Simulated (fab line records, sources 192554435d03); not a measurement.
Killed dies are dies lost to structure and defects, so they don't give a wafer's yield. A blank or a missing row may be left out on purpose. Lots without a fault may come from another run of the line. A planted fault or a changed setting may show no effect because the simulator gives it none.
Split-lot experiment | flow n5_finfet | 7 lots, 21 wafers read, on a route of 1938 steps

THE SPLIT
At N5_PASSIVATION_PASS_ETCH_47 (etches SiNx in CF4/O2, target depth 770 nm, time 385 s), the setting source_w was moved away from the recipe's 535 W on 4 of the 21 wafers read, by -11.3% to +10.8%. The other wafers ran this setting at the recipe's value.

The reading is taken at the split's own step.

THE READING
rf_vpp_V, in V, at N5_PASSIVATION_PASS_ETCH_47 (etches SiNx in CF4/O2, target depth 770 nm, time 385 s). Fault-free wafers of this fab line usually give 240.8 V, standard deviation 2.7 V.

wafer  | tool, chamber at the split | source_w as run, W | against the recipe | rf_vpp_V, V | against lot-mates on the recipe
L077.1 | rie_diel-04, 2             | 592.8              | +10.8%             | 228.8       | -12.1
L077.3 | rie_diel-04, 1             | 535                | recipe             | 241.3       | -
L077.5 | rie_diel-04, 0             | 535                | recipe             | 240.6       | -
L082.1 | rie_diel-04, 1             | 535                | recipe             | 239.5       | -
L082.3 | rie_diel-04, 2             | 592.5              | +10.7%             | 229.1       | -10.4
L082.5 | rie_diel-04, 1             | 592.5              | +10.7%             | 228.5       | -11.0
L087.2 | rie_diel-06, 2             | 474.6              | -11.3%             | 255.9       | +11.7
L087.3 | rie_diel-06, 3             | 535                | recipe             | 243.8       | -
L087.5 | rie_diel-06, 3             | 535                | recipe             | 244.7       | -
L092.3 | rie_diel-03, 1             | 535                | recipe             | 241.8       | -
L092.4 | rie_diel-03, 0             | 535                | recipe             | 236.3       | -
L092.6 | rie_diel-03, 0             | 535                | recipe             | 237.3       | -
L094.1 | rie_diel-06, 2             | 535                | recipe             | 238.6       | -
L094.3 | rie_diel-06, 0             | 535                | recipe             | 237.0       | -
L094.4 | rie_diel-06, 1             | 535                | recipe             | 239.3       | -
L095.1 | rie_diel-06, 1             | 535                | recipe             | 236.1       | -
L095.2 | rie_diel-06, 2             | 535                | recipe             | 240.0       | -
L095.3 | rie_diel-06, 3             | 535                | recipe             | 243.7       | -
L097.3 | rie_diel-04, 1             | 535                | recipe             | 240.3       | -
L097.4 | rie_diel-04, 2             | 535                | recipe             | 240.8       | -
L097.6 | rie_diel-04, 0             | 535                | recipe             | 240.3       | -

THE FIT
A straight line over all 21 wafers: rf_vpp_V changes by -1.16 V for each +1% of source_w; r = -0.92; the points scatter about the line by 2.5 V.
The same after taking each lot's own level away (the mean of its wafers on the recipe; 21 wafers): -1.04 V for each +1%; r = -0.95; scatter 1.6 V.
On that fit, the largest move of source_w shifts the reading by 12 V.
The lots' own levels span 238.30 to 244.25 V, that is 2.2 times the standard deviation above.
So the lot-to-lot level changes the slope: the two fits differ.
Check: with one of the wafers moved furthest among these (-11.3%) left out of the fit, the line predicts +11.7 V for it against its lot-mates. It came out at +11.7 V against them.
Tool readings at the split's step, against how far the setting was moved: rf_vpp_V r = -0.92.

OTHER SPLITS ON THESE WAFERS
These wafers also went through other splits before the reading. Each is held against what the fit with the lots' levels taken away leaves over:
other split on the same wafers             | wafers away from the commonest value | r with rf_vpp_V (lot level and that fit taken away)
N5_BEOL_M14_DEVELOP_27 develop_time_s      | 10                                   | -0.37
N5_BEOL_M15_SPUTTER_43 time_s              | 8                                    | -0.08
N5_MIM_BOT_LITHO_EXPOSE_05 dose_mj         | 6                                    | -0.37
N5_MIM_BOT_LITHO_DEVELOP_07 develop_time_s | 7                                    | -0.15
N5_PASSIVATION_PEB_42 peb_time_s           | as run: not given for these wafers   | -

THE WHOLE CHAIN: every reading that the file lists as answering this split, in the file's order
step                        | what it does                                           | reading                                                        | change (the file's fit)             | r (the file's)
N5_PASSIVATION_PASS_ETCH_47 | etches SiNx in CF4/O2, target depth 770 nm, time 385 s | rf_vpp_V                                                       | -1.05 V for each +1% of the setting | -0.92
N5_PASSIVATION_PASS_ETCH_47 | etches SiNx in CF4/O2, target depth 770 nm, time 385 s | etch.depth_nm (the simulator's own value, which no gauge read) | +7.5 nm for each +1% of the setting | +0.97

THE FILE'S OWN FIT
rf_vpp_V changes by -1.05 V for each +1% of source_w, r = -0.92.
